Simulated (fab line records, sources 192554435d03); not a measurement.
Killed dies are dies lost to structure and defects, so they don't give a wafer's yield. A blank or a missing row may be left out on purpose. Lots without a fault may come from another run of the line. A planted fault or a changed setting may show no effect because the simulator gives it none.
Problem report in the 8D (eight disciplines) form, filled by code | flow n5_finfet | the parts of the form that need people (team, actions taken, sign-off) are left out

1. THE PROBLEM
rf_fwd_power_W at N5_MIM_BOT_ETCH_ETCH_04 reads a mean of 660.2 W on 2 wafers of 2 lots; wafers without a fault read 531.8 W with a standard deviation of 1.7. That is +76 standard deviations from the usual mean.
The step: etches SiNx in CF4/O2, target depth 26 nm, time 13 s.
First seen on wafer L265.1, day 15 22:08, on rie_diel-01. The record holds 32 wafers of 11 lots with a number at this step. Rule for "out", or "out of limits": more than 4 standard deviations from the usual mean. The other wafers with a number count as sound.

2. WHAT IT IS AND WHAT IT IS NOT
question                    | is                       | is not
which readings at this step | rf_fwd_power_W, rf_vpp_V | O2_flow_sccm, drypump_motor_current_A, oes_f_703_au, oes_product_au, showerhead_plenum_p_Torr, throttle_valve_pct
which lots                  | L264, L265               | L251, L252, L253, L255, L256, L259, L260, L263, L267
which wafers of those lots  | L264.5, L265.1           | L264.1, L264.6, L265.2, L265.5
read on which tools         | rie_diel-01              | rie_diel-02
when                        | from day 15 22:08        | up to then (25 sound wafers); but 5 sound wafers of L264, L267 came after

3. SUSPECTS, AND WHAT RULES EACH OUT
Counting: a tool at a process step up to the reading stays a suspect if it ran every lot that is out. Sound lots after the first of them don't rule it out here, since some wafers of a struck lot are sound.
- rie_diel-01 at N5_MIM_BOT_ETCH_ETCH_04 (etches SiNx in CF4/O2, target depth 26 nm, time 13 s): kept. It ran every lot that is out, first L265 (day 15 22:08); its last sound lot up to then is L263 (day 15 12:16). Its own readings are out on those wafers: rf_fwd_power_W, rf_vpp_V.
- Within rie_diel-01 at N5_MIM_BOT_ETCH_ETCH_04: the wafers that are out ran in chamber 0; their sound lot-mates ran in chambers 1, 2, 3.
Left after counting: rie_diel-01 at N5_MIM_BOT_ETCH_ETCH_04.

4. THE CAUSE (what the simulator had put in)
Process parameter drift: rie_diel-01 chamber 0, from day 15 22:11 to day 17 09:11, at N5_MIM_BOT_ETCH_ETCH_04. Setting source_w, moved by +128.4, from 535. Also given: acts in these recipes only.
Counting left only this tool.

5. THE CHAIN OF EFFECTS, in route order
Each row: a reading whose mean over the struck wafers that have a number lies more than 3 standard deviations from the usual. Only readings for which the record gives a usual standard deviation are gone through. hours: the time from each lot's start at the first step in this table that gives one to its start at this step, as a median over the lots. sigmas: the change in usual standard deviations.
hours | step                    | reading        | usual   | on struck wafers | change | sigmas
0     | N5_MIM_BOT_ETCH_ETCH_04 | rf_fwd_power_W | 531.8 W | 660.2            | +128.5 | +76
0     | N5_MIM_BOT_ETCH_ETCH_04 | rf_vpp_V       | 240 V   | 210              | -30    | -7.9
The process steps in it:
- N5_MIM_BOT_ETCH_ETCH_04: etches SiNx in CF4/O2, target depth 26 nm, time 13 s.

6. WHAT WOULD HAVE CAUGHT IT SOONER
In this record the first reading out of limits was taken at day 15 22:08.
